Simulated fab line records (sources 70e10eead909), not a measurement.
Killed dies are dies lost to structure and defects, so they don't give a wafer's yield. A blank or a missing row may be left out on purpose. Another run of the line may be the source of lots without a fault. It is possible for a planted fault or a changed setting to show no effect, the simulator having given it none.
Tool commonality check | flow nand_harc | Sampled: 14 lots, 48 wafers

## REASON FOR OPENING
At NHARC_P_ZERO_WELL_CD_MEAS_11 the reading cd_nm is flagged on 2 of 14 lots. Fault-free wafers read 500.0 nm, with a standard deviation of 2.
Rule: flag the lot when none of its wafers has a number, or when each of its wafers that has one lies beyond 4 standard deviations from that mean. The rest of the lots are taken to be sound.

lot  | measured     | on        | cd_nm (nm), wafer by wafer          | flag
L218 | day 1 21:15  | cd_sem-01 | 501.2 499.2 499.5                   |
L220 | day 2 17:14  | cd_sem-03 | 500.4 499.4 500.4                   |
L221 | day 3 03:14  | cd_sem-02 | 499.2 503.0 499.6                   |
L222 | day 3 13:14  | cd_sem-03 | 501.8 502.1 502.5                   |
L224 | day 4 09:15  | cd_sem-02 | 499.7 502.4 499.7                   |
L225 | day 4 19:07  | cd_sem-02 | 499.4 498.8 495.8                   |
L226 | day 5 05:22  | cd_sem-03 | 497.5 499.1 500.3                   |
L231 | day 7 07:19  | cd_sem-01 | 428.4 430.8 427.8 428.2 430.8 427.8 | FLAGGED
L232 | day 7 17:12  | cd_sem-02 | 441.8 443.8 441.0 442.4 443.8 441.1 | FLAGGED
L235 | day 8 23:07  | cd_sem-02 | 502.3 497.8 502.2                   |
L236 | day 9 09:15  | cd_sem-02 | 495.7 496.7 496.8                   |
L239 | day 10 15:07 | cd_sem-03 | 498.5 502.5 499.1                   |
L240 | day 11 01:14 | cd_sem-03 | 499.2 500.8 499.1                   |
L241 | day 11 11:07 | cd_sem-01 | 497.9 496.6 499.1                   |
On average the flagged lots' numbers are 435.6 nm, which is -64.4 nm against the usual, or -32 standard deviations.

## WHICH TOOL RAN EACH LOT
The record holds 1 process step before the reading, out of a route of 1302 steps. Each cell gives the tool, then ch followed by the chambers the sampled wafers passed through, then the start.
lot  | flag    | NHARC_P_ZERO_WELL_PEB_09
L218 |         | litho_track-03 ch 0, day 1 21:10
L220 |         | litho_track-03 ch 0, day 2 17:10
L221 |         | litho_track-07 ch 0, day 3 03:10
L222 |         | litho_track-03 ch 0, day 3 13:09
L224 |         | litho_track-03 ch 0, day 4 09:10
L225 |         | litho_track-03 ch 0, day 4 19:02
L226 |         | litho_track-05 ch 0, day 5 05:17
L231 | FLAGGED | litho_track-07 ch 0, day 7 07:14
L232 | FLAGGED | litho_track-07 ch 0, day 7 17:07
L235 |         | litho_track-03 ch 0, day 8 23:02
L236 |         | litho_track-05 ch 0, day 9 09:10
L239 |         | litho_track-03 ch 0, day 10 15:02
L240 |         | litho_track-03 ch 0, day 11 01:10
L241 |         | litho_track-05 ch 0, day 11 11:02
What these steps do:
- NHARC_P_ZERO_WELL_PEB_09: peb time 80 s.
- NHARC_P_ZERO_WELL_CD_MEAS_11: target cd 500 nm.

## FLAGGED OVER TOTAL, TOOL BY TOOL (the gauges that took the reading come last)
step                         | tool           | lots run | flagged | share of the flagged lots | sound lots run after its first flagged lot
NHARC_P_ZERO_WELL_PEB_09     | litho_track-03 | 8        | 0       | none                      | -
NHARC_P_ZERO_WELL_PEB_09     | litho_track-05 | 3        | 0       | none                      | -
NHARC_P_ZERO_WELL_PEB_09     | litho_track-07 | 3        | 2       | all                       | 0
NHARC_P_ZERO_WELL_CD_MEAS_11 | cd_sem-01      | 3        | 1       | some                      | 1 (L241)
NHARC_P_ZERO_WELL_CD_MEAS_11 | cd_sem-02      | 6        | 1       | some                      | 2 (L235,L236)
NHARC_P_ZERO_WELL_CD_MEAS_11 | cd_sem-03      | 5        | 0       | none                      | -

## WHAT THE TABLE ALLOWS
In the table, 1 row covers all flagged lots: litho_track-07 at NHARC_P_ZERO_WELL_PEB_09.
- litho_track-07 at NHARC_P_ZERO_WELL_PEB_09 ran 3 lots, 2 of them flagged. A fault beginning between L221 (day 3 03:10), its last sound lot, and L231 (day 7 07:14), its first flagged one, fits the data. Its own readings lie more than 4 standard deviations out on every wafer of the flagged lots: heater_power_total_W, plate_temp_C.
litho_track-07 at NHARC_P_ZERO_WELL_PEB_09 is the single tool remaining.

## WHAT THE SIMULATOR PUT IN
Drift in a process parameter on litho_track-07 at NHARC_P_ZERO_WELL_PEB_09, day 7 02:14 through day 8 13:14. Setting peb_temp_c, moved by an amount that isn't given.
Shown lots that were struck: L231, L232. The rule above reached the same finding.
